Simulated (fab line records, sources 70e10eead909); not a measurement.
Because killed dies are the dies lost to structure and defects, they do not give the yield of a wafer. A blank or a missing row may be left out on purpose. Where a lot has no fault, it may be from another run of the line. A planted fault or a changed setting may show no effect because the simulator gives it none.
What tool caused it? || flow nandHarc || 18 wafers sampled from 6 lots at 1 step of a route of 1302

WHAT THE GAUGES READ, wafer by wafer
NHARC_A_CONTACT_INSPECT_71.
{"lot": "L749", "measured": "day 22 16:23", "on": "defectInspect-01", "rawDefectCount": "87 80 99"}
{"lot": "L752", "measured": "day 23 13:09", "on": "defectInspect-01", "rawDefectCount": "108 109 125"}
{"lot": "L754", "measured": "day 24 19:08", "on": "defectInspect-01", "rawDefectCount": "65 73 66"}
{"lot": "L765", "measured": "day 29 02:26", "on": "defectInspect-01", "rawDefectCount": "27 28 26"}
{"lot": "L767", "measured": "day 29 22:08", "on": "defectInspect-02", "rawDefectCount": "144 141 135"}
{"lot": "L768", "measured": "day 30 13:53", "on": "defectInspect-01", "rawDefectCount": "89 73 97"}

WHICH TOOL RAN EACH LOT (tool, then ch and the chambers of the sampled wafers, then the start)
The record shows no process step preceding these readings.

THE ANSWER, worked out from the rows above alone
Rule: the lots themselves supply what counts as usual. Put in order of their means at a reading, lots are off if they are a third of the lots or fewer, leave a main group of 4 or more, and stand apart from it by a gap of 3 or more times the standard deviation of the main group's means; of several such gaps the widest counts. If all means in a main group match to the digits the tables above print for the reading, that group is not used. Also off: a lot with no number at a reading for which 4 or more lots have one. Any other lot the step has rows for is counted as sound.
Nothing can be told from this: no lot is off at any reading shown.

WHAT THE SIMULATOR HAD INSERTED
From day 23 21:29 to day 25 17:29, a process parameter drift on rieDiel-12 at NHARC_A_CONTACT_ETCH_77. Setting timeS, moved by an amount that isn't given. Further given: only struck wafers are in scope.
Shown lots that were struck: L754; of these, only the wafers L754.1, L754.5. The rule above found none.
